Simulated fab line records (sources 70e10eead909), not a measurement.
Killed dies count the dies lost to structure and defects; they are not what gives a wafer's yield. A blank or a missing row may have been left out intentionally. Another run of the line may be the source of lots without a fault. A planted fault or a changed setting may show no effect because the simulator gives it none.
Chamber matching ; flow nand_harc ; 4 sister chambers for NHARC_A_WL_FILL_CMP_12 on cmp-02
The step polishes, t overpolish 30 s, target thk 100 nm. 4 wafers are shown with their chamber, then 7 later ones without.

WAFERS WITH THEIR CHAMBER
wafer;chamber;motor_current_A (A)
L229.5;1;12.2
L236.4;3;13.4
L239.1;2;13.6
L239.4;0;14.2

WAFERS WITH NO CHAMBER GIVEN
wafer;motor_current_A (A)
L239.6;12.8
L242.2;12.3
L242.3;14.3
L242.4;12.3
L244.1;12.9
L244.2;14.3
L244.3;12.1

EACH ONE'S CHAMBER
wafer;from the rows above;in truth
L239.6;can't be placed: 3 or 1 or 2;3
L242.2;1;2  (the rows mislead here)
L242.3;can't be placed: 0 or 2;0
L242.4;1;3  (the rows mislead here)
L244.1;can't be placed: 3 or 2 or 1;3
L244.2;can't be placed: 0 or 2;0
L244.3;1;1
1 of 7 placed correctly. Unplaceable from these rows: 4, with the true chamber sitting among the candidates in 4. Placed wrongly: 2.
How it was worked out, from the rows above alone: a wafer's distance from a chamber is the root of the sum, over the readings, of the square of ((its reading less the chamber's mean) divided by the reading's scatter). If the next closest chamber is less than 2 further off than the closest, the wafer can't be placed; otherwise it belongs to the closest. Each chamber's mean is taken over the wafers shown for it. The scatter (one wafer shown for each chamber): square how far every hidden wafer sits from the nearest shown wafer, average those squares and take the square root.
